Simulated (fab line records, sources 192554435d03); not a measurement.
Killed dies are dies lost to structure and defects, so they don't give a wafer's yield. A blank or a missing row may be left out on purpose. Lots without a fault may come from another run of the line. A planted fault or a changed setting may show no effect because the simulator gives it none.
Chamber matching | flow n5_finfet | N5_ILD0_CMP_07 on cmp-02: 4 sister chambers
The step polishes SiO2 flowable, stops on poly-Si, t overpolish 1.18 s, target thk 138.88 nm. 16 wafers are shown with their chamber, then 8 later ones without.

WAFERS WITH THEIR CHAMBER
wafer  | chamber | motor_current_A (A) | slurry_filter_dp_kPa (kPa)
L076.2 | 2       | 12.2                | 13.45
L076.4 | 1       | 12.3                | 13.62
L076.6 | 1       | 13.2                | 13.65
L077.2 | 2       | 12.9                | 13.42
L077.3 | 0       | 12.0                | 13.40
L077.5 | 2       | 13.1                | 13.44
L078.2 | 1       | 13.1                | 13.47
L078.4 | 2       | 11.9                | 13.42
L078.5 | 2       | 12.3                | 13.25
L082.3 | 1       | 13.1                | 13.72
L082.4 | 2       | 12.9                | 13.76
L082.6 | 0       | 11.9                | 13.67
L089.1 | 3       | 13.5                | 13.52
L089.2 | 2       | 12.4                | 13.32
L089.4 | 0       | 11.9                | 13.59
L091.3 | 2       | 12.1                | 13.47

SIGNATURES (means of the wafers above)
reading              | chamber 0 | chamber 1 | chamber 2 | chamber 3 | scatter within a chamber
motor_current_A      | 11.933    | 12.925    | 12.475    | 13.500    | 0.395
slurry_filter_dp_kPa | 13.5533   | 13.6150   | 13.4413   | 13.5200   | 0.137
Rule: a wafer's distance from a chamber is the root of the sum, over the readings, of the square of ((its reading less the chamber's mean) divided by the reading's scatter). The wafer belongs to the nearest chamber; if the next one is less than 2 further off, it can't be placed. The scatter: the root of (the sum of the squares of (reading less its chamber's mean) over the shown wafers, divided by (wafers less chambers)).

WAFERS WITHOUT THEIR CHAMBER
wafer  | motor_current_A (A) | slurry_filter_dp_kPa (kPa)
L091.4 | 12.6                | 13.47
L091.5 | 12.9                | 13.41
L094.2 | 14.4                | 13.80
L094.3 | 12.7                | 13.49
L094.4 | 11.9                | 13.58
L096.1 | 12.7                | 13.29
L096.2 | 13.6                | 13.35
L096.5 | 13.0                | 13.55

WHICH CHAMBER EACH WENT THROUGH
wafer  | from the rows above               | in truth
L091.4 | can't be placed: 2 or 1 or 0 or 3 | 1
L091.5 | can't be placed: 2 or 1 or 3 or 0 | 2
L094.2 | can't be placed: 3 or 1           | 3
L094.3 | can't be placed: 2 or 1 or 0 or 3 | 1
L094.4 | can't be placed: 0 or 2           | 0
L096.1 | can't be placed: 2 or 1 or 3 or 0 | 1
L096.2 | can't be placed: 3 or 1 or 2      | 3
L096.5 | can't be placed: 1 or 3 or 2      | 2
Placed correctly: 0 of 8. Can't be placed from these rows: 8 (the true chamber is among the candidates in 8). Placed wrongly: 0.
